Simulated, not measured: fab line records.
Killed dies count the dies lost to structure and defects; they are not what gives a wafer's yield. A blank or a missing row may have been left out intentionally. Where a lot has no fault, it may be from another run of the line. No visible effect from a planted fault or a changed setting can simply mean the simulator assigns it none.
Chamber matching + flow n5 finfet + 4 sister chambers for N5_BEOL_M12_ETCH_38 on rie diel-01
The step etches SiCN in CF4/N2, target depth 68.7 nm, time 73.4 s. 4 wafers are shown with their chamber, then 8 later ones without.

== WAFERS WITH THEIR CHAMBER ==
| wafer  | chamber | drypump motor current A (A) |
|--------|---------|-----------------------------|
| L086.2 | 3       | 6.5                         |
| L086.4 | 2       | 5.1                         |
| L086.6 | 1       | 5.7                         |
| L088.1 | 0       | 5.6                         |

== WAFERS WITHOUT THEIR CHAMBER ==
| wafer  | drypump motor current A (A) |
|--------|-----------------------------|
| L088.2 | 5.1                         |
| L088.4 | 5.7                         |
| L087.1 | 5.6                         |
| L087.3 | 6.5                         |
| L087.5 | 6.5                         |
| L096.1 | 5.6                         |
| L096.2 | 6.5                         |
| L096.6 | 5.8                         |

== THE CHAMBER EACH PASSED THROUGH ==
| wafer  | from the rows above | in truth |
|--------|---------------------|----------|
| L088.2 | 2                   | 2        |
| L088.4 | 1                   | 1        |
| L087.1 | 0                   | 0        |
| L087.3 | 3                   | 3        |
| L087.5 | 3                   | 3        |
| L096.1 | 0                   | 0        |
| L096.2 | 3                   | 3        |
| L096.6 | 1                   | 1        |
8 of 8 placed correctly. Left unplaced by these rows: 0. Number placed wrongly: 0.
How it was worked out, from the rows above alone: a wafer's distance from a chamber is the root of the sum, over the readings, of the square of ((its reading less the chamber's mean) divided by the reading's scatter). The wafer belongs to the nearest chamber; if the next one is less than 2 further off, it can't be placed. For every chamber, the mean is computed from those of its wafers that are shown. The scatter: with one shown wafer a chamber, the root of the mean of the squares of how far each hidden wafer lies from its nearest shown one.
